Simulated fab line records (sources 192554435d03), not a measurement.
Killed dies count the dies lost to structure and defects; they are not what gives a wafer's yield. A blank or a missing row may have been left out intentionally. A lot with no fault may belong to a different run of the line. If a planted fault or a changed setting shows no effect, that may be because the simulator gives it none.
Problem report in the 8D (eight disciplines) form, filled by code ; flow n5-finfet ; the parts of the form that need people (team, actions taken, sign-off) are left out

## 1. THE PROBLEM
Wafers without a fault read 50.29 rpm, standard deviation 0.037; platen-rpm at N5_HKMG_FIN_CMP_23 reads a mean of 52.31 rpm on 2 wafers belonging to 2 lots. That is +55 standard deviations from the usual mean.
The step: polishes, stops on SiNx, t overpolish 10 s, target thk 46.326 nm.
First seen on wafer L703.6, day 8 09:29, on cmp-04. Wafers with a number at this step in the record: 24, from 9 lots. The rule behind "out" and "out of limits": a value lying over 4 standard deviations away from the usual mean. All remaining wafers that have a number are taken as sound.

## 2. WHAT IT IS, AND WHAT IT ISN'T
question;is;is not
which readings at this step;platen-rpm;edge-zone-pressure-frac, motor-current-A, overpolish-run-s, time-to-endpoint-s
which lots;L703, L706;L690, L691, L693, L696, L705, L708, L710
which wafers of those lots;L703.6, L706.4;L703.3, L703.5, L706.2, L706.6
read on which tools;cmp-04;cmp-01, cmp-03
when;from day 8 09:29;"up to then (13 sound wafers); but 9 sound wafers of L705, L706, L708, L710 came after"

## 3. SUSPECTS, AND WHAT RULES EACH OUT
Counting: any tool at a process step up to the reading remains a suspect provided it ran every lot that is out. Sound lots after the first of them don't rule it out here, since some wafers of a struck lot are sound.
- cmp-04 at N5_HKMG_FIN_CMP_23 (polishes, stops on SiNx, t overpolish 10 s, target thk 46.326 nm): kept. Ran every lot that is out, first one L703 (day 8 09:29); last sound lot up to then L693 (day 5 23:50). Its own readings are out on those wafers: platen-rpm.
- cmp-04, N5_HKMG_FIN_CMP_23: wafers that are out in chamber 1, sound lot-mates in chambers 0, 2.
Left after counting: cmp-04 at N5_HKMG_FIN_CMP_23.

## 4. THE CAUSE (what the simulator had put in)
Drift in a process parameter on cmp-04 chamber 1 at N5_HKMG_FIN_CMP_23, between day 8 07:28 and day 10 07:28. A move of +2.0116 in setting platen-rpm, from 50.289. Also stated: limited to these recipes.
Counting left only this tool.

## 5. THE EFFECT CHAIN, in route order
Rows list readings where the struck wafers' mean (over those with a number) sits beyond 3 standard deviations from the usual. Readings are gone through only where the record gives a usual standard deviation; hours: the median, over the lots, of the time from a lot's start at the first step in this table giving one to that lot's start at this step; sigmas: the change measured in usual standard deviations.
hours;step;reading;usual;on struck wafers;change;sigmas
0;N5_HKMG_FIN_CMP_23;platen-rpm;50.29 rpm;52.31;+2.02;+55
It contains these process steps:
- N5_HKMG_FIN_CMP_23: polishes, stops on SiNx, t overpolish 10 s, target thk 46.326 nm.
Later measuring or inspecting steps at which every struck wafer that the step has a row for has a number for every such reading, and none has moved that far: N5_BEOL_M4_RC_MEAS_101.

## 6. HOW IT WOULD HAVE BEEN CAUGHT EARLIER
2 hours passed between the start of the fault at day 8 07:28 and the first reading out of limits in this record, taken at day 8 09:29.
